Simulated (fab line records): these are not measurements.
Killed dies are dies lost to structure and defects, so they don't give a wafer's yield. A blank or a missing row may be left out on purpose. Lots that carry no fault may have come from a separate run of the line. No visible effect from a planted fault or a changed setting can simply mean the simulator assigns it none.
The same fault as seen by 2 desks    flow nand harc    each desk has only its own numbers; what lay behind them comes last

THE TOOL OWNER'S DESK: rie metal-03
The tool's own readings at NHARC_A_WL_FILL_ETCHBACK_04 (etches the open film in NF3, target depth 60 nm, time 120 s): means of the sampled wafers that have a number, for each lot that ran on this tool. If a lot's mean is further than 4 standard deviations from the usual mean, the lot is out of limits and carries the mark OUT (the distance appears in the brackets).
Columns: A = drypump motor current A at NHARC_A_WL_FILL_ETCHBACK_04, usual 5.9 A; B = oes product au at NHARC_A_WL_FILL_ETCHBACK_04, usual 0.998 a.u.; C = run length s at NHARC_A_WL_FILL_ETCHBACK_04, usual 141.5 s
lot   first seen here  A    B      C
L386  day 20 22:41     5.7  1.004  141.9
L391  day 23 02:35     5.8  0.989  110.2 (-95) OUT
L393  day 24 08:29     5.8  0.996  110.4 (-94) OUT
L401  day 26 22:36     5.8  1.002  141.8
L404  day 28 12:26     5.7  0.998  141.7
L406  day 29 19:37     5.8  0.994  141.8
This desk's verdict: out of limits on L391, L393, starting with L391 at day 23 02:35 (run length s at NHARC_A_WL_FILL_ETCHBACK_04). L386, L401, L404, L406 stayed within limits.

THE DEFECT DESK
Counts from the inspections along the route, per lot, as means over the sampled wafers that have a number. If a lot's mean is further than 4 standard deviations from the usual mean, the lot is out of limits and carries the mark OUT (the distance appears in the brackets).
Columns: A = raw defect count at NHARC_A_SGD_CUT_INSPECT_25, usual 407
lot   first seen here  A
L385  day 19 23:42     466
L386  day 19 23:43     351
L391  day 22 01:43     402
L393  day 23 10:18     335
L400  day 25 10:17     411
L401  day 25 22:43     522
L402  day 26 18:05     339
L403  day 27 13:02     388
L405  day 27 13:02     463
L404  day 27 13:02     565
L406  day 28 20:34     278
L407  day 28 20:34     297
L408  day 29 07:05     378
Finding of this desk: none of the 13 lots has anything out of limits.

PUT TOGETHER
The tool owner's desk could have raised an alarm at day 23 02:35, on L391, L393.
Nothing the defect desk looked at was out of limits.
The defect desk has L391, L393 on record, within its limits.
NHARC_A_WL_FILL_ETCHBACK_04 was run on rie metal-03 by each of the lots named.

WHAT WAS PUT IN BY THE SIMULATOR
rie metal-03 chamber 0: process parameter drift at NHARC_A_WL_FILL_ETCHBACK_04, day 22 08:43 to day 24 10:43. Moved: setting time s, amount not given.
Lots struck among those shown: L391, L393.
Each desk's first reading out of limits, in hours after the fault started: the tool owner's desk, 18.
